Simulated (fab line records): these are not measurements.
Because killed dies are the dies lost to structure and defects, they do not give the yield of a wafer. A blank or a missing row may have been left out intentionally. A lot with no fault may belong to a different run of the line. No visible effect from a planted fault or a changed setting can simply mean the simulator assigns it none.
Chamber matching    flow nandHarc    4 sister chambers for NHARC_A_WL_FILL_STRIP_29 on rieDiel-08
The step strips in O2, time 20 s. 7 wafers are shown with their chamber, then 7 later ones without.

## EACH WAFER AND ITS CHAMBER
wafer   chamber  showerheadPlenumPTorr (Torr)  drypumpMotorCurrentA (A)
L398.6  0        3.71                          6.4
L403.1  3        3.57                          6.3
L406.1  3        3.57                          6.3
L406.3  2        3.49                          5.8
L406.6  1        3.63                          5.2
L404.1  2        3.49                          5.7
L404.4  0        3.70                          6.4

## WAFERS WHOSE CHAMBER IS MISSING
wafer   showerheadPlenumPTorr (Torr)  drypumpMotorCurrentA (A)
L404.5  3.63                          5.3
L408.1  3.70                          6.4
L408.2  3.57                          6.3
L408.3  3.49                          5.8
L409.4  3.49                          5.8
L409.5  3.70                          6.4
L409.6  3.57                          6.3

## EACH ONE'S CHAMBER
wafer   from the rows above  in truth
L404.5  1                    1
L408.1  0                    0
L408.2  3                    3
L408.3  2                    2
L409.4  2                    2
L409.5  0                    0
L409.6  3                    3
7 of 7 placed correctly. Left unplaced by these rows: 0. Placed wrongly: 0.
How it was worked out, from the rows above alone: a wafer's distance from a chamber is the root of the sum, over the readings, of the square of ((its reading less the chamber's mean) divided by the reading's scatter). The wafer belongs to the nearest chamber; if the next one is less than 2 further off, it can't be placed. Each chamber's mean is taken over the wafers shown for it. How the scatter is found: for the shown wafers, subtract from each reading the mean of its chamber, square and add these, divide the total by (wafers less chambers), then take the root.
